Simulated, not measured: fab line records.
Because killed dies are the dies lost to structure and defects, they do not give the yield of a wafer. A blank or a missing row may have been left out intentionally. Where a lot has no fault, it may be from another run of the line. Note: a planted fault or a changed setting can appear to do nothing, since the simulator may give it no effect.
fab line records	flow n5_finfet
[record] lots = 7	wafers = 39
route steps=1938 shown GATE_CUT@484 MOL_CONTACT_COAG@541
start_h: start of the lot's first displayed wafer, in hours after the record's first day	wait_h: how many hours have passed since the lot's step before this one	" unchanged from the row above	L1.1+2: several wafers, shown together as one row	- no value present, or no start provided	* or withheld: withheld	< > ~ a bound
route shown NAME@n: names a module that has steps shown in the file, with the first one's number in the route	usual: the fault-free wafers' mean and standard deviation	same: alike in all rows	chamber/n: place in a boat	sites: per-site readings	_std_site: the values' standard deviation	_edge_site: outer sites' mean less inner sites'	radius_mm: for every site, how far away it sits from the centre of the wafer	mask NAME#n: copy n	behind: tool/chamber where the wafer was last shaped	hold: why the lot was held/for how many hours/how that ended	device: transistor that didn't switch, given as n, p or np	end of line: the route-end tests of the same wafers	step lacking rows: just its recipe	killed: at the first sort, the dies lost to defects and structure; wafer yield is something else	map: per-die view of a wafer (x killed, . not killed, _ where there is no die)
set.NAME: the setting that was run; set.NAME@STEP: the one run at that earlier step	model.NAME: the simulator's own value behind a step, which no gauge read
lots whose settings were changed on purpose; a table a step, a row a wafer
[[steps]]
[step N5_GATE_CUT_EXPOSE_10]
[recipe] mask_id = GATE_CUT	na = 0.33	source_shape = annular	sigma_inner = 0.35	sigma_outer = 0.8	polarization = unpolarized	target_cd_nm = 20	dose_mj = 43.25
lot.wafer	tool	chamber	start_h	wait_h	mask	set.dose_mj
L078.1+2+3+4+5+6	euv_scanner-02	0	107.66	-	GATE_CUT#0	43.25
L079.1+3+6	euv_scanner-02	0	112.57	-	GATE_CUT#0	41.94
L079.2+4+5	"	0	"	"	GATE_CUT#0	43.25
L081.1+5+6	euv_scanner-02	0	125.78	-	GATE_CUT#0	43.25
L081.2+3+4	"	0	"	"	GATE_CUT#0	42.36
L084.1+2+4	euv_scanner-01	0	146.90	-	GATE_CUT#0	41.38
L084.3+5+6	"	0	"	"	GATE_CUT#0	43.25
L085.2+5+6	euv_scanner-02	0	154.59	-	GATE_CUT#0	43.25
L087.1+2+5	euv_scanner-01	0	164.62	-	GATE_CUT#0	43.25
L087.3+4+6	"	0	"	"	GATE_CUT#0	45.89
L097.1+5+6	euv_scanner-02	0	222.11	-	GATE_CUT#0	41.29
L097.2+3+4	"	0	"	"	GATE_CUT#0	43.25
[step N5_GATE_CUT_PEB_11]
[recipe] peb_temp_c = 100	peb_time_s = 60	resist = CAR-EUV
[step N5_GATE_CUT_DEVELOP_12]
[recipe] develop_time_s = 30	developer = TMAH	resist = CAR-EUV	rinse_liquid = surfactant_rinse	dry = air_spin	dev_temp_c = 23
[step N5_GATE_CUT_CD_MEAS_13]
[recipe] target_cd_nm = 20	landing_energy_ev = 500	detector = se_inlens
[usual] cd_nm = 19.99/0.26
lot.wafer	tool	chamber	start_h	wait_h	set.dose_mj@GATE_CUT_EXPOSE_10	cd_nm
L078.1	cd_sem-03	0	107.79	-	43.25	19.95
L078.2	"	0	"	"	43.25	19.61
L078.3	"	0	"	"	43.25	20.17
L078.4	"	0	"	"	43.25	19.92
L078.5	"	0	"	"	43.25	19.73
L078.6	"	0	"	"	43.25	19.68
L079.1	cd_sem-01	0	112.70	-	41.94	18.86
L079.2	"	0	"	"	43.25	19.62
L079.3	"	0	"	"	41.94	19.12
L079.4	"	0	"	"	43.25	19.62
L079.5	"	0	"	"	43.25	19.99
L079.6	"	0	"	"	41.94	19.52
L081.1	cd_sem-01	0	125.91	-	43.25	20.31
L081.2	"	0	"	"	42.36	19.26
L081.3	"	0	"	"	42.36	19.63
L081.4	"	0	"	"	42.36	19.80
L081.5	"	0	"	"	43.25	19.99
L081.6	"	0	"	"	43.25	20.21
L084.1	cd_sem-01	0	147.03	-	41.38	18.85
L084.2	"	0	"	"	41.38	19.27
L084.3	"	0	"	"	43.25	20.20
L084.4	"	0	"	"	41.38	19.32
L084.5	"	0	"	"	43.25	20.53
L084.6	"	0	"	"	43.25	20.03
L085.2	cd_sem-01	0	154.72	-	43.25	20.16
L085.5	"	0	"	"	43.25	20.01
L085.6	"	0	"	"	43.25	20.10
L087.1	cd_sem-01	0	164.75	-	43.25	19.93
L087.2	"	0	"	"	43.25	19.62
L087.3	"	0	"	"	45.89	21.69
L087.4	"	0	"	"	45.89	21.26
L087.5	"	0	"	"	43.25	20.25
L087.6	"	0	"	"	45.89	21.04
L097.1	cd_sem-03	0	222.24	-	41.29	18.85
L097.2	"	0	"	"	43.25	19.82
L097.3	"	0	"	"	43.25	19.86
L097.4	"	0	"	"	43.25	19.92
L097.5	"	0	"	"	41.29	18.74
L097.6	"	0	"	"	41.29	18.79
[step N5_GATE_CUT_DESCUM_18]
[recipe] chemistry = O2	time_s = 7	source_power_w = 50	bias_power_w = 20	pressure_mtorr = 20	rf_frequency_hz = 2.712e+07	temp_c = 40	resist = CAR-EUV	o2_flow_sccm = 225
lot.wafer	tool	chamber	start_h	wait_h	set.dose_mj@GATE_CUT_EXPOSE_10	model.GATE_CUT.cd_nm
L078.1+2+3+5	rie_diel-06	3,2,0,1	107.91	0.0	43.25	19.8
L078.4+6	"	1,2	"	"	43.25	20
L079.1	rie_diel-05	1	113.16	0.4	41.94	18.8
L079.2+4+5	"	2,3,1	"	"	43.25	19.8
L079.3+6	"	0,2	"	"	41.94	19
L081.1+6	rie_diel-06	3	126.03	0.0	43.25	20
L081.2+3	"	0,2	"	"	42.36	19.6
L081.4	"	1	"	"	42.36	19.8
L081.5	"	0	"	"	43.25	20.2
L084.1+2+4	rie_diel-03	3,0,2	147.16	0.0	41.38	19.2
L084.3+6	"	1	"	"	43.25	20.2
L084.5	"	0	"	"	43.25	20.4
L085.2+5+6	rie_diel-06	3,1,2	155.54	0.7	43.25	20.2
L087.1+2	rie_diel-06	3,0	165.47	0.6	43.25	19.8
L087.3+4	"	1,2	"	"	45.89	21.4
L087.5	"	3	"	"	43.25	20
L087.6	"	2	"	"	45.89	21.2
L097.1+5+6	rie_diel-03	1,0,1	222.36	0.0	41.29	18.8
L097.2+3	"	2,0	"	"	43.25	20
L097.4	"	3	"	"	43.25	19.8
[step N5_GATE_CUT_ETCH_28]
[recipe] chemistry = N2/H2	target = underlayer	target_depth_a = 130	mask_material = CAR-EUV	time_s = 10.4	ion_energy_ev = 200	pressure_mtorr = 30	source_w = 840	bias_w = 150	n2_flow_sccm = 200	h2_flow_sccm = 200	ends = cleared
lot.wafer	tool	chamber	start_h	wait_h	set.dose_mj@GATE_CUT_EXPOSE_10	model.GATE_CUT.cd_nm
L078.1+2+3+5	rie_diel-06	3,2,0,1	107.95	0.0	43.25	19.8
L078.4+6	"	1,2	"	"	43.25	20
L079.1+3	rie_diel-05	1,0	113.20	0.0	41.94	19
L079.2+4+5	"	2,3,1	"	"	43.25	19.8
L079.6	"	2	"	"	41.94	19.2
L081.1+5+6	rie_diel-06	3,0,3	126.07	0.0	43.25	20
L081.2	"	0	"	"	42.36	19.6
L081.3+4	"	2,1	"	"	42.36	19.8
L084.1+2	rie_diel-03	3,0	147.19	0.0	41.38	19.4
L084.3+6	"	1	"	"	43.25	20.2
L084.4	"	2	"	"	41.38	19
L084.5	"	0	"	"	43.25	20.4
L085.2+5	rie_diel-06	3,1	155.58	0.0	43.25	20.2
L085.6	"	2	"	"	43.25	20.4
L087.1	rie_diel-06	3	165.50	0.0	43.25	19.8
L087.2+5	"	0,3	"	"	43.25	20
L087.3+4+6	"	1,2,2	"	"	45.89	21.4
L097.1+5+6	rie_diel-03	1,0,1	222.40	0.0	41.29	19
L097.2+3	"	2,0	"	"	43.25	20
L097.4	"	3	"	"	43.25	19.8
[step N5_GATE_CUT_ETCH_36]
[recipe] chemistry = CF4	target = SiARC	target_depth_a = 130	mask_material = CAR-EUV	time_s = 21.7	ion_energy_ev = 80	pressure_mtorr = 40	source_w = 545	bias_w = 36	Ar_flow_sccm = 100	cf4_flow_sccm = 100	ends = cleared
lot.wafer	tool	chamber	start_h	wait_h	set.dose_mj@GATE_CUT_EXPOSE_10	model.GATE_CUT.cd_nm
L078.1+2+3+5	rie_diel-06	3,2,0,1	107.97	0.0	43.25	19.8
L078.4+6	"	1,2	"	"	43.25	20
L079.1	rie_diel-05	1	113.22	0.0	41.94	18.8
L079.2+5	"	2,1	"	"	43.25	19.8
L079.3+6	"	0,2	"	"	41.94	19
L079.4	"	3	"	"	43.25	19.6
L081.1+6	rie_diel-06	3	126.09	0.0	43.25	20
L081.2	"	0	"	"	42.36	19.6
L081.3+4	"	2,1	"	"	42.36	19.8
L081.5	"	0	"	"	43.25	20.2
L084.1+2	rie_diel-03	3,0	147.21	0.0	41.38	19.4
L084.3+6	"	1	"	"	43.25	20.2
L084.4	"	2	"	"	41.38	19.2
L084.5	"	0	"	"	43.25	20.6
L085.2	rie_diel-06	3	155.60	0.0	43.25	20
L085.5	"	1	"	"	43.25	20.2
L085.6	"	2	"	"	43.25	20.4
L087.1	rie_diel-06	3	165.52	0.0	43.25	19.8
L087.2+5	"	0,3	"	"	43.25	20
L087.3+4+6	"	1,2,2	"	"	45.89	21.4
L097.1+5+6	rie_diel-03	1,0,1	222.42	0.0	41.29	18.8
L097.2	"	2	"	"	43.25	19.8
L097.3+4	"	0,3	"	"	43.25	20
[step N5_GATE_CUT_ETCH_37]
[recipe] chemistry = N2/H2	target = SOC	target_depth_a = 600	overetch_a = 120	mask_material = SiARC	temp_c = 40	time_s = 90	ion_energy_ev = 200	pressure_mtorr = 30	source_w = 840	bias_w = 150	n2_flow_sccm = 200	h2_flow_sccm = 200
[step N5_GATE_CUT_STRIP_38]
[recipe] chemistry = N2/H2	temp_c = 40	n2_flow_sccm = 200	h2_flow_sccm = 200	rf_frequency_hz = 6e+07
[step N5_GATE_CUT_STRIP_39]
[recipe] chemistry = N2/H2	temp_c = 40	n2_flow_sccm = 200	h2_flow_sccm = 200	rf_frequency_hz = 6e+07
[step N5_GATE_CUT_HM_OPEN_40]
[recipe] chemistry = C4F6/O2	target = SiO2	mask_material = SiARC	target_depth_a = 1390	time_s = 85.1	ion_energy_ev = 250	pressure_mtorr = 30	source_w = 345	bias_w = 185	Ar_flow_sccm = 300	C4F6_flow_sccm = 10	O2_flow_sccm = 10	ends = cleared
[usual] etch_rf_on_time_s = 94.8/2.1
lot.wafer	tool	chamber	start_h	wait_h	set.time_s@GATE_CUT_HM_DEP_46	etch_rf_on_time_s	model.etch.depth_nm	model.SOC_of_GATE_CUT_COAT_34.thk_nm
L078.1	rie_diel-06	3	108.08	0.0	26.6	96.1	131	32.8
L078.2	"	2	"	"	26.6	91.5	128.4	33.8
L078.3	"	0	"	"	26.6	97.5	133.3	32.2
L078.4	"	1	"	"	26.6	93.1	129.5	32.6
L078.5	"	1	"	"	26.6	96.6	134	31.6
L078.6	"	2	"	"	26.6	92.2	129.4	33.2
L079.1	rie_diel-05	1	113.33	0.0	26.6	94.4	130.2	32.8
L079.2	"	2	"	"	26.6	88.8	127.2	33
L079.3	"	0	"	"	26.6	94.4	129.6	32.8
L079.4	"	3	"	"	30.55	113.2	151.8	28.4
L079.5	"	1	"	"	30.55	108.4	149.7	28.6
L079.6	"	2	"	"	30.55	105.4	151	28
L081.1	rie_diel-06	3	126.19	0.0	26.6	95.2	129.4	33
L081.2	"	0	"	"	26.6	96.6	131.4	32.4
L081.3	"	2	"	"	26.6	94.6	131.9	32.8
L081.4	"	1	"	"	28.03	102.0	141	30
L081.5	"	0	"	"	28.03	101.7	139.1	30.8
L081.6	"	3	"	"	28.03	101.4	138.1	31
L084.1	rie_diel-03	3	147.32	0.0	30.79	108.4	146.8	29.6
L084.2	"	0	"	"	30.79	107.5	150.5	28.6
L084.3	"	1	"	"	30.79	108.8	148.8	28.4
L084.4	"	2	"	"	26.6	95.0	129.7	33
L084.5	"	0	"	"	26.6	95.4	133.4	32.2
L084.6	"	1	"	"	26.6	94.3	130.3	32.4
L085.2	rie_diel-06	3	155.70	0.0	26.6	94.9	130.6	32.6
L085.5	"	1	"	"	26.6	94.8	132.6	31.8
L085.6	"	2	"	"	26.6	93.9	133	32.4
L087.1	rie_diel-06	3	165.63	0.0	26.6	95.9	129.5	33.2
L087.2	"	0	"	"	26.6	95.1	129.9	33.2
L087.3	"	1	"	"	26.6	90.7	127	33
L087.4	"	2	"	"	26.6	93.7	130.7	33.4
L087.5	"	3	"	"	26.6	94.2	128.4	33.4
L087.6	"	2	"	"	26.6	94.2	131.9	33.2
L097.1	rie_diel-03	1	222.53	0.0	26.6	98.4	131.8	31.8
L097.2	"	2	"	"	28.83	106.0	141.4	30.4
L097.3	"	0	"	"	28.83	104.5	144.9	29.4
L097.4	"	3	"	"	26.6	98.5	132.3	32.4
L097.5	"	0	"	"	26.6	94.9	130.6	32.4
L097.6	"	1	"	"	28.83	107.0	143	29.4
[step N5_GATE_CUT_STRIP_41]
[recipe] chemistry = CF4	resist = SiARC	power_w = 300	bias_power_w = 75	pressure_mtorr = 50	cf4_flow_sccm = 150	rf_frequency_hz = 6e+07
[step N5_GATE_CUT_STRIP_42]
[recipe] chemistry = O2	power_w = 400	temp_c = 40	pressure_mtorr = 30	rf_frequency_hz = 6e+07	bias_power_w = 0	overash_fraction = 0.3	o2_flow_sccm = 225
[step N5_GATE_CUT_CUT_ETCH_54]
[recipe] chemistry = Cl2/BCl3	target = TiN	mask_material = SiO2	target_depth_a = 967	pressure_mtorr = 10	icp_w = 1000	bias_w = 126	Cl2_flow_sccm = 53.25	bcl3_flow_sccm = 21.75	Ar_flow_sccm = 25	ends = cleared
[step N5_GATE_CUT_CUT_ETCH_55]
[recipe] chemistry = BCl3	target = HfO2	mask_material = SiO2	target_depth_a = 32	ion_energy_ev = 30	pressure_mtorr = 5	icp_w = 450	bias_w = 18	bcl3_flow_sccm = 80
[step N5_GATE_CUT_ETCH_47]
[recipe] chemistry = Cl2/BCl3	target = SiO2	target_depth_a = 100	pressure_mtorr = 10	icp_w = 1000	bias_w = 126	Cl2_flow_sccm = 53.25	bcl3_flow_sccm = 21.75	Ar_flow_sccm = 25
lot.wafer	tool	chamber	start_h	wait_h	set.dose_mj@GATE_CUT_EXPOSE_10	model.GATE_CUT.cd_nm
L078.1+2+3+6	rie_metal-03	0,1,0,1	108.46	0.0	43.25	19.8
L078.4	"	1	"	"	43.25	19.6
L078.5	"	0	"	"	43.25	20
L079.1+6	rie_metal-01	1	113.85	0.1	41.94	19.2
L079.2	"	1	"	"	43.25	20.4
L079.3	"	1	"	"	41.94	19.8
L079.4	"	1	"	"	43.25	20
L079.5	"	1	"	"	43.25	20.2
L081.1+5	rie_metal-01	1	126.72	0.1	43.25	20.2
L081.2+3	"	1	"	"	42.36	19.4
L081.4	"	1	"	"	42.36	19.8
L081.6	"	1	"	"	43.25	19.8
L084.1	rie_metal-01	1	147.85	0.1	41.38	20.2
L084.2	"	1	"	"	41.38	19.8
L084.3	"	1	"	"	43.25	20.4
L084.4	"	1	"	"	41.38	19.4
L084.5	"	1	"	"	43.25	21
L084.6	"	1	"	"	43.25	20.6
L085.2	rie_metal-01	1	156.08	0.0	43.25	20.4
L085.5+6	"	1,0	"	"	43.25	20
L087.1	rie_metal-02	0	166.01	0.0	43.25	19.8
L087.2+5	"	1	"	"	43.25	20
L087.3+6	"	0	"	"	45.89	21.4
L087.4	"	1	"	"	45.89	21
L097.1	rie_metal-03	0	222.91	0.0	41.29	18.4
L097.2	"	1	"	"	43.25	19.8
L097.3	"	1	"	"	43.25	20
L097.4	"	0	"	"	43.25	19.4
L097.5	"	1	"	"	41.29	19
L097.6	"	0	"	"	41.29	18.8
[step N5_GATE_CUT_VAPOR_ETCH_48]
[recipe] chemistry = BCl3/Cl2	target = TiN	mode = isotropic
[step N5_GATE_CUT_VAPOR_ETCH_49]
[recipe] chemistry = BCl3/Cl2	target = TiAlC	mode = isotropic
[step N5_GATE_CUT_ALD_22]
[recipe] material = SiNx	target_thk_a = 160	temp_c = 400	ald_precursor_family = SiH2I2	ald_co_reactant = N2/H2-plasma	pulse_time_s = 1	ald_cycles = 320	purge_time_s = 2	co_reactant_purge_time_s = 2	pressure_torr = 2
[step N5_GATE_CUT_CMP_23]
[recipe] stop_on = SiO2	t_overpolish_s = 23.4	post_cmp_clean = alkaline_brush	down_force_psi = 2.5	platen_rpm = 51.8	pad_velocity_m_s = 1.0307	target_thk_nm = 16
[step N5_GATE_CUT_THK_MEAS_24]
[recipe] reads = SiO2_of_GATE_CUT_HM_DEP_46+SiO2_flowable_of_ILD0_FCVD_FILL_01
[usual] GC_FILL_THK = 220.4/2
lot.wafer	tool	chamber	start_h	wait_h	set.time_s@GATE_CUT_HM_DEP_46	GC_FILL_THK[nm]
L078.1	film_metro-01	-	110.54	-	26.6	219.3
L078.2	"	-	"	"	26.6	217.3
L078.3	"	-	"	"	26.6	222.2
L078.4	"	-	"	"	26.6	217.7
L078.5	"	-	"	"	26.6	222.2
L078.6	"	-	"	"	26.6	219.0
L079.1	film_metro-01	-	116.06	-	26.6	217.8
L079.2	"	-	"	"	26.6	217.1
L079.3	"	-	"	"	26.6	219.6
L079.4	"	-	"	"	30.55	240.5
L079.5	"	-	"	"	30.55	238.6
L079.6	"	-	"	"	30.55	238.6
L081.1	film_metro-02	-	128.92	-	26.6	220.0
L081.2	"	-	"	"	26.6	222.7
L081.3	"	-	"	"	26.6	222.8
L081.4	"	-	"	"	28.03	231.7
L081.5	"	-	"	"	28.03	230.1
L081.6	"	-	"	"	28.03	229.9
L084.1	film_metro-01	-	150.08	-	30.79	237.2
L084.2	"	-	"	"	30.79	241.0
L084.3	"	-	"	"	30.79	239.2
L084.4	"	-	"	"	26.6	218.7
L084.5	"	-	"	"	26.6	224.3
L084.6	"	-	"	"	26.6	220.0
L085.2	film_metro-02	-	158.21	-	26.6	221.9
L085.5	"	-	"	"	26.6	223.3
L085.6	"	-	"	"	26.6	223.1
L087.1	film_metro-01	-	168.82	-	26.6	220.2
L087.2	"	-	"	"	26.6	221.2
L087.3	"	-	"	"	26.6	217.9
L087.4	"	-	"	"	26.6	221.9
L087.5	"	-	"	"	26.6	219.6
L087.6	"	-	"	"	26.6	221.9
L097.1	film_metro-02	-	224.98	-	26.6	221.2
L097.2	"	-	"	"	28.83	230.4
L097.3	"	-	"	"	28.83	233.8
L097.4	"	-	"	"	26.6	222.6
L097.5	"	-	"	"	26.6	220.7
L097.6	"	-	"	"	28.83	232.0
[step N5_GATE_CUT_CMP_43]
[recipe] material = SiO2	post_cmp_clean = rinse_only
lot.wafer	tool	chamber	start_h	wait_h	set.time_s@GATE_CUT_HM_DEP_46	model.SiO2_of_GATE_CUT_HM_DEP_46.thk_nm
L078.4+1+2+6	cmp-01	3,1,2,3	110.57	0.0	26.6	5
L078.3+5	"	0	"	"	26.6	5.2
L079.2	cmp-02	2	116.09	0.0	26.6	4.8
L079.4+5+6	"	3,2,3	"	"	30.55	6
L079.1+3	"	0,1	"	"	26.6	5
L081.3	cmp-01	1	128.95	0.0	26.6	5.2
L081.1+2	"	2,0	"	"	26.6	5
L081.4	"	3	"	"	28.03	5.6
L081.6+5	"	1,2	"	"	28.03	5.4
L084.3+2	cmp-02	0,2	150.11	0.0	30.79	6
L084.1	"	1	"	"	30.79	5.8
L084.4+6	"	3,1	"	"	26.6	5
L084.5	"	0	"	"	26.6	5.2
L085.2	cmp-01	3	158.48	0.3	26.6	5
L085.6+5	"	0,1	"	"	26.6	5.2
L087.3	cmp-02	2	168.85	0.0	26.6	4.8
L087.2+4+1+6+5	"	3,0,1,2,3	"	"	26.6	5
L097.4	cmp-02	2	225.01	0.0	26.6	5.2
L097.1+5	"	3,2	"	"	26.6	5
L097.3	"	0	"	"	28.83	5.8
L097.2+6	"	1,3	"	"	28.83	5.6
[step N5_MOL_CONTACT_COAG_IMPLANT_129]
[recipe] species = Ge	energy_kev = 3	dose_cm2 = 6e+14	tilt_deg = 0	rotation_deg = 0
lot.wafer	tool	chamber	start_h	wait_h	set.energy_kev	model.implant.rp_nm	model.implant.drp_nm
L078.1+2+3+4+5+6	implanter-01	0	112.32	0.0	3	6.023	2.134
L079.1+2+6	implanter-02	0	117.78	0.0	3.917	7.508	2.519
L079.3+4+5	"	0	"	"	3	6.458	2.134
L081.1+2+3+4+5+6	implanter-02	0	130.51	0.0	3	6.126	2.134
L084.1+2+6	implanter-01	0	151.67	0.0	3.818	6.872	2.479
L084.3+4+5	"	0	"	"	3	5.999	2.134
L085.2+5+6	implanter-02	0	159.84	0.1	3	6.103	2.134
L087.1+2+3+4+5+6	implanter-01	0	170.41	0.0	3	6.009	2.134
L097.1+3+4	implanter-02	0	226.70	0.0	3.774	6.905	2.461
L097.2+5+6	"	0	"	"	3	6.067	2.134
[[key]]
[split] step = N5_GATE_CUT_EXPOSE_10	setting = dose_mj	stated = 43.25	by = wafer
[response] step = N5_GATE_CUT_CD_MEAS_13	reading = cd_nm	change = +0.235	per = 1%	r = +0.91
[response] step = N5_GATE_CUT_DESCUM_18	reading = model.GATE_CUT.cd_nm	change = +0.246	per = 1%	r = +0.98
[response] step = N5_GATE_CUT_ETCH_28	reading = model.GATE_CUT.cd_nm	change = +0.226	per = 1%	r = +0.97
[response] step = N5_GATE_CUT_ETCH_36	reading = model.GATE_CUT.cd_nm	change = +0.239	per = 1%	r = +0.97
[response] step = N5_GATE_CUT_ETCH_47	reading = model.GATE_CUT.cd_nm	change = +0.222	per = 1%	r = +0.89
[split] step = N5_MOL_CONTACT_COAG_IMPLANT_129	setting = energy_kev	stated = 3	by = wafer
[response] step = N5_MOL_CONTACT_COAG_IMPLANT_129	reading = model.implant.rp_nm	change = +0.0331	per = 1%	r = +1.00
[response] step = N5_MOL_CONTACT_COAG_IMPLANT_129	reading = model.implant.drp_nm	change = +0.0126	per = 1%	r = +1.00
split outside_this_file step=N5_GATE_CUT_HM_DEP_46 setting=time_s
// split outside_this_file: this setting was split too, and the file shows its column; the key of that split is in another file
